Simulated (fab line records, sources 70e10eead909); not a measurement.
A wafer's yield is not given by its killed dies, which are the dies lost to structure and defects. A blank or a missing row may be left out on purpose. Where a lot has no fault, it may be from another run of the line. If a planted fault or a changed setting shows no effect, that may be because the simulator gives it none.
Which of the tools did it? / flow nand_harc / Sampling: 6 lots, 18 wafers, 2 of 1302 route steps

## WHAT EACH GAUGE READ, for each wafer
NHARC_A_BONDPAD_THK_MEAS_30: measures by ellipsometry.
lot=L612; measured=day 25 06:12; on=film_metro-02; thk_nm (nm)=197.0 200.0 201.8
lot=L614; measured=day 26 07:32; on=film_metro-02; thk_nm (nm)=197.2 199.0 196.3
lot=L616; measured=day 27 08:16; on=film_metro-01; thk_nm (nm)=203.1 199.7 200.8
lot=L621; measured=day 28 06:56; on=film_metro-01; thk_nm (nm)=198.3 199.1 197.3
lot=L624; measured=day 30 08:52; on=film_metro-01; thk_nm (nm)=198.4 198.0 200.6
lot=L629; measured=day 32 07:15; on=film_metro-02; thk_nm (nm)=202.8 200.9 201.0

## EACH LOT AND THE TOOL THAT RAN IT (in order: tool; ch and the chambers of the sampled wafers; start)
lot=L612; NHARC_A_M1_PRE_CLEAN_30=pvd_sputter-01, day 25 03:20
lot=L614; NHARC_A_M1_PRE_CLEAN_30=pvd_sputter-01, day 26 04:37
lot=L616; NHARC_A_M1_PRE_CLEAN_30=pvd_sputter-01, day 27 05:23
lot=L621; NHARC_A_M1_PRE_CLEAN_30=pvd_sputter-01, day 28 04:04
lot=L624; NHARC_A_M1_PRE_CLEAN_30=pvd_sputter-03, day 30 05:58
lot=L629; NHARC_A_M1_PRE_CLEAN_30=pvd_sputter-03, day 32 04:23
- NHARC_A_M1_PRE_CLEAN_30: time 30 s.

## THE ANSWER, worked out from the rows above alone
Rule: the usual values come from the lots themselves. The widest of any qualifying gaps counts: lots, ordered by their means at a reading, are off when they make up no more than a third of the lots, leave a main group of 4 or more, and stand apart from it by 3 or more times the standard deviation of that group's means. A main group is skipped when, at the precision printed for the reading in the tables above, its means are all equal. A lot without any number at a reading at which 4 lots or more have one is off too. Where the step has rows for the other lots, those lots are counted as sound.
No lot is off at any reading shown: from this, nothing can be told.

## WHAT WAS PUT IN BY THE SIMULATOR
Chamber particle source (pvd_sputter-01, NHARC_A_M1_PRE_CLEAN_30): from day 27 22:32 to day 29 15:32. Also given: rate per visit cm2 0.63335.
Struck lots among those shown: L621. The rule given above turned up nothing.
